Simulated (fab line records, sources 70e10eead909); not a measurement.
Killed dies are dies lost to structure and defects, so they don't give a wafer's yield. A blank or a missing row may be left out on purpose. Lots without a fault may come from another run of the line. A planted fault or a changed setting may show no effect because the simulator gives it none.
A struck lot beside a sound one | flow nand_harc | 14 steps out of a route of 1302
Sound: wafers L237.1, L237.2, L237.5. Struck: wafer L250.6. (L250.1, L250.5 of the same lot were not struck and are left out.) The cause comes at the end.
At each step with rows: each side's tool, then ch and its chambers, then its first start. Under that, the readings that differ: sound wafers | struck wafers | difference of the means | sigmas: that difference in standard deviations of wafers without a fault.
alike: readings whose means differ by less than 2 such deviations, and words and numbers that are the same on both sides. not compared: withheld readings, readings that some wafer has no value for, bounds like >300 that may hide the same value, and numbers for which the record gives no deviation and whose values overlap.
The two part at a step that has a row with sigmas, a row that says differs or no value, or rows on one side only. Numbers that don't overlap but have no deviation are shown without sigmas and don't part them. A reading that every wafer of one side lacks parts them only if that side has two wafers or more.

first, 9 steps without rows for these wafers: NHARC_A_STAIRCASE_DEHYDRATE_01 (time 120 s); NHARC_A_STAIRCASE_HMDS_02 (time 30 s); NHARC_A_STAIRCASE_COAT_03; NHARC_A_STAIRCASE_SOFTBAKE_04 (time 170 s); NHARC_A_STAIRCASE_EBR_05; NHARC_A_STAIRCASE_EXPOSE_06 (exposes mask STAIR); NHARC_A_STAIRCASE_PEB_07 (peb time 130 s); NHARC_A_STAIRCASE_DEVELOP_08 (time 140 s); NHARC_A_STAIRCASE_HARDBAKE_10 (time 140 s).
NHARC_A_STAIRCASE_DESCUM_11: chemistry O2, time 3 s.
  sound on rie_diel-10 ch 0,3, day 18 11:20; struck on rie_diel-13 ch 1, day 23 16:49
  reading                | sound                | struck | difference | sigmas
  throttle_valve_pct (%) | 11.300 11.308 11.299 | 11.321 | +0.019     | +2
  alike: drypump_motor_current_A, oes_product_au, rf_vpp_V, showerhead_plenum_p_Torr
  not compared: rf_hours_counter_h
NHARC_A_STAIRCASE_TRIM_12: chemistry O2, time 211.2 s.
  sound on rie_diel-10 ch 0,2,3, day 18 11:26; struck on rie_diel-13 ch 3, day 23 16:56
  reading                         | sound          | struck | difference | sigmas
  showerhead_plenum_p_Torr (Torr) | 3.38 3.44 3.34 | 3.81   | +0.42      | +3
  alike: drypump_motor_current_A, oes_product_au, rf_vpp_V, throttle_valve_pct
  not compared: rf_hours_counter_h
NHARC_A_STAIRCASE_ETCH_13: etches the open film in C4F8/O2, target depth 100 nm, time 40.5 s.
  sound on rie_diel-10 ch 0,1, day 18 11:34; struck on rie_diel-13 ch 0, day 23 17:03
  reading               | sound             | struck | difference | sigmas
  oes_product_au (a.u.) | 0.949 0.971 0.951 | 1.083  | +0.126     | +8
  alike: rf_vpp_V
  not compared: rf_hours_counter_h
NHARC_A_STAIRCASE_TRIM_14: chemistry O2, time 211.2 s.
  sound on rie_diel-10 ch 0,1; struck on rie_diel-13 ch 0
  alike: drypump_motor_current_A, oes_product_au, rf_vpp_V, showerhead_plenum_p_Torr, throttle_valve_pct
  not compared: rf_hours_counter_h
-- the record jumps here: 9 days lie between the struck wafers' starts before and after (it left off in module A_STAIRCASE and takes up again in module END, whose first step shown is number 1302 of the route) --
NHARC_END_SORT_01:
  sound on prober-02 ch 0, day 27 01:44; struck on prober-02 ch 0, day 33 04:40
  reading         | sound    | struck | difference | sigmas
  killed_at_array | 44 69 71 | 396    | +335       | +21
  killed_dies     | 46 76 75 | 399    | +333       | +20
  alike: killed_at_other, killed_at_periphery, killed_open, killed_short

WHERE THEY PART
First at NHARC_A_STAIRCASE_DESCUM_11; last, within this record, at NHARC_END_SORT_01.

WHY: what the simulator had put in
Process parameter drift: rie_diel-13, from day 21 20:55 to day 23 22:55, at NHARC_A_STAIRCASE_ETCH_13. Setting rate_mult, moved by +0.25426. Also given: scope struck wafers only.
